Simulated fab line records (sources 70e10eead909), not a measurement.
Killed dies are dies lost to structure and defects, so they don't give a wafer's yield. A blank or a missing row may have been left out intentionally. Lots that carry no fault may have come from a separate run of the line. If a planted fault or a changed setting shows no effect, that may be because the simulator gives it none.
Check of tool commonality    flow nand_harc    10 lots and 30 wafers in the sample

## REASON FOR OPENING
Flagged at NHARC_A_SOURCE_PLATE_THK_MEAS_06: reading thk_nm, on 1 of 10 lots. No-fault wafers: 200.2 nm, standard deviation 2.2.
Rule: a lot is flagged when every wafer of it that has a number lies more than 4 standard deviations from that mean, or none has a number. As for the other lots, they are considered sound.

lot   measured      on             thk_nm (nm), wafer by wafer  flag
L736  day 8 20:55   film_metro-01  200.5 200.7 200.0            
L739  day 10 00:07  film_metro-01  324.6 322.8 325.2            FLAGGED
L748  day 13 15:20  film_metro-02  200.1 199.8 198.5            
L747  day 13 15:20  film_metro-01  196.6 198.1 196.8            
L749  day 14 09:44  film_metro-01  197.2 200.0 200.6            
L751  day 15 03:20  film_metro-01  198.7 200.0 201.0            
L752  day 15 17:13  film_metro-01  201.6 204.5 201.8            
L753  day 15 22:32  film_metro-02  200.6 197.3 200.5            
L754  day 16 09:24  film_metro-02  203.1 201.5 201.2            
L755  day 16 18:59  film_metro-01  199.6 201.8 200.9            
Average over the flagged lots: 324.2 nm; offset from the usual +124.0 nm, equal to +56 standard deviations.

## LOT BY LOT: THE TOOL USED
The record holds 4 process steps before the reading, out of a route of 1302 steps. In each cell: the tool, then ch and the chambers that the sampled wafers went through, then the start.
lot   flag     NHARC_P_BONDPAD_ETCH_24                        NHARC_A_ZERO_WELL_DESCUM_12         NHARC_A_SOURCE_PLATE_PVD_04   NHARC_A_SOURCE_PLATE_CVD_03
L736           rie_diel-03 ch 0,1,2, day 7 20:58 or earlier   rie_diel-12 ch 0,1,2, day 7 20:58   pvd_sputter-01, day 8 08:02   lpcvd_poly-01 ch 0, day 8 10:28
L739  FLAGGED  rie_diel-13 ch 1,2,3, day 9 01:09 or earlier   rie_diel-12 ch 1,2, day 9 01:09     pvd_sputter-01, day 9 10:35   lpcvd_poly-04 ch 0, day 9 13:07
L748           rie_diel-03 ch 0,1,3, day 12 17:54 or earlier  rie_diel-12 ch 1,2,3, day 12 17:54  pvd_sputter-03, day 13 02:31  lpcvd_poly-04 ch 0, day 13 05:02
L747           rie_diel-13 ch 0,2,3, day 12 18:05 or earlier  rie_diel-12 ch 0,1,2, day 12 18:05  pvd_sputter-01, day 13 02:31  lpcvd_poly-04 ch 0, day 13 05:02
L749           rie_diel-13 ch 0,2,3, day 13 12:08 or earlier  rie_diel-12 ch 0,1,3, day 13 12:08  pvd_sputter-03, day 13 20:55  lpcvd_poly-01 ch 0, day 13 23:21
L751           rie_diel-03 ch 1,3, day 14 06:42 or earlier    rie_diel-04 ch 1,2, day 14 06:42    pvd_sputter-01, day 14 13:32  lpcvd_poly-04 ch 0, day 14 16:02
L752           rie_diel-05 ch 1,3, day 14 20:00 or earlier    rie_diel-12 ch 0,2, day 14 20:00    pvd_sputter-03, day 15 04:41  lpcvd_poly-03 ch 0, day 15 07:10
L753           rie_diel-05 ch 0,1,3, day 15 00:58 or earlier  rie_diel-12 ch 0,1,2, day 15 00:58  pvd_sputter-02, day 15 09:35  lpcvd_poly-04 ch 0, day 15 12:08
L754           rie_diel-05 ch 0,3, day 15 12:43 or earlier    rie_diel-04 ch 1,3, day 15 12:43    pvd_sputter-01, day 15 21:01  lpcvd_poly-01 ch 0, day 15 23:25
L755           rie_diel-03 ch 0,2,3, day 15 21:22 or earlier  rie_diel-12 ch 0,1, day 15 21:22    pvd_sputter-01, day 16 05:59  lpcvd_poly-04 ch 0, day 16 08:29
What is done by these steps:
- NHARC_P_BONDPAD_ETCH_24: etches the open film in CF4/N2, target depth 30 nm, time 72.99 s.
- NHARC_A_ZERO_WELL_DESCUM_12: chemistry O2, time 3 s.
- NHARC_A_SOURCE_PLATE_PVD_04: deposits WSi2, target thk 50 nm.
- NHARC_A_SOURCE_PLATE_CVD_03: deposits poly-Si, target thk 200 nm, time 4000 s.
- NHARC_A_SOURCE_PLATE_THK_MEAS_06: measures by ellipsometry.

## FLAGGED OVER TOTAL, TOOL BY TOOL (the gauges that took the reading come last)
step                              tool            lots run  flagged  share of the flagged lots  sound lots run after its first flagged lot
NHARC_P_BONDPAD_ETCH_24           rie_diel-03     4         0        none                       -
NHARC_P_BONDPAD_ETCH_24           rie_diel-05     3         0        none                       -
NHARC_P_BONDPAD_ETCH_24           rie_diel-13     3         1        all                        2 (L747,L749)
NHARC_A_ZERO_WELL_DESCUM_12       rie_diel-04     2         0        none                       -
NHARC_A_ZERO_WELL_DESCUM_12       rie_diel-12     8         1        all                        6 (L748,L747,L749,L752,L753,L755)
NHARC_A_SOURCE_PLATE_PVD_04       pvd_sputter-01  6         1        all                        4 (L747,L751,L754,L755)
NHARC_A_SOURCE_PLATE_PVD_04       pvd_sputter-02  1         0        none                       -
NHARC_A_SOURCE_PLATE_PVD_04       pvd_sputter-03  3         0        none                       -
NHARC_A_SOURCE_PLATE_CVD_03       lpcvd_poly-01   3         0        none                       -
NHARC_A_SOURCE_PLATE_CVD_03       lpcvd_poly-03   1         0        none                       -
NHARC_A_SOURCE_PLATE_CVD_03       lpcvd_poly-04   6         1        all                        5 (L747,L748,L751,L753,L755)
NHARC_A_SOURCE_PLATE_THK_MEAS_06  film_metro-01   7         1        all                        5 (L747,L749,L751,L752,L755)
NHARC_A_SOURCE_PLATE_THK_MEAS_06  film_metro-02   3         0        none                       -
NHARC_P_BONDPAD_ETCH_24 gives no start for some lots, so the hours and the order of its lots are those of NHARC_A_ZERO_WELL_DESCUM_12.

## WHAT IS ALLOWED BY THE TABLE
5 rows of the table ran every flagged lot: rie_diel-13 at NHARC_P_BONDPAD_ETCH_24, rie_diel-12 at NHARC_A_ZERO_WELL_DESCUM_12, pvd_sputter-01 at NHARC_A_SOURCE_PLATE_PVD_04, lpcvd_poly-04 at NHARC_A_SOURCE_PLATE_CVD_03, film_metro-01 at NHARC_A_SOURCE_PLATE_THK_MEAS_06.
- rie_diel-13 at NHARC_P_BONDPAD_ETCH_24 ran 3 lots, 1 of them flagged. Sound lots ran on it after the first flagged one (L747, L749), which a lasting fault on the whole tool wouldn't allow.
- rie_diel-12 at NHARC_A_ZERO_WELL_DESCUM_12 ran 8 lots, 1 of them flagged. Sound lots ran on it after the first flagged one (L748, L747, L749, L752, L753, L755), which a lasting fault on the whole tool wouldn't allow.
- pvd_sputter-01 at NHARC_A_SOURCE_PLATE_PVD_04 ran 6 lots, 1 of them flagged. Sound lots ran on it after the first flagged one (L747, L751, L754, L755), which a lasting fault on the whole tool wouldn't allow.
- lpcvd_poly-04 at NHARC_A_SOURCE_PLATE_CVD_03 ran 6 lots, 1 of them flagged. Sound lots ran on it after the first flagged one (L747, L748, L751, L753, L755), which a lasting fault on the whole tool wouldn't allow. Its own readings lie more than 4 standard deviations out on every wafer of the flagged lots: spike_tc_bottom_C, spike_tc_centre_C, spike_tc_lower_C, spike_tc_top_C, spike_tc_upper_C, tube_center_temp_C.
- film_metro-01 at NHARC_A_SOURCE_PLATE_THK_MEAS_06 ran 7 lots, 1 of them flagged. Sound lots ran on it after the first flagged one (L747, L749, L751, L752, L755), which a lasting fault on the whole tool wouldn't allow.
No row of the table ran every flagged lot and no sound lot after the first.

## WHAT THE SIMULATOR HAD INSERTED
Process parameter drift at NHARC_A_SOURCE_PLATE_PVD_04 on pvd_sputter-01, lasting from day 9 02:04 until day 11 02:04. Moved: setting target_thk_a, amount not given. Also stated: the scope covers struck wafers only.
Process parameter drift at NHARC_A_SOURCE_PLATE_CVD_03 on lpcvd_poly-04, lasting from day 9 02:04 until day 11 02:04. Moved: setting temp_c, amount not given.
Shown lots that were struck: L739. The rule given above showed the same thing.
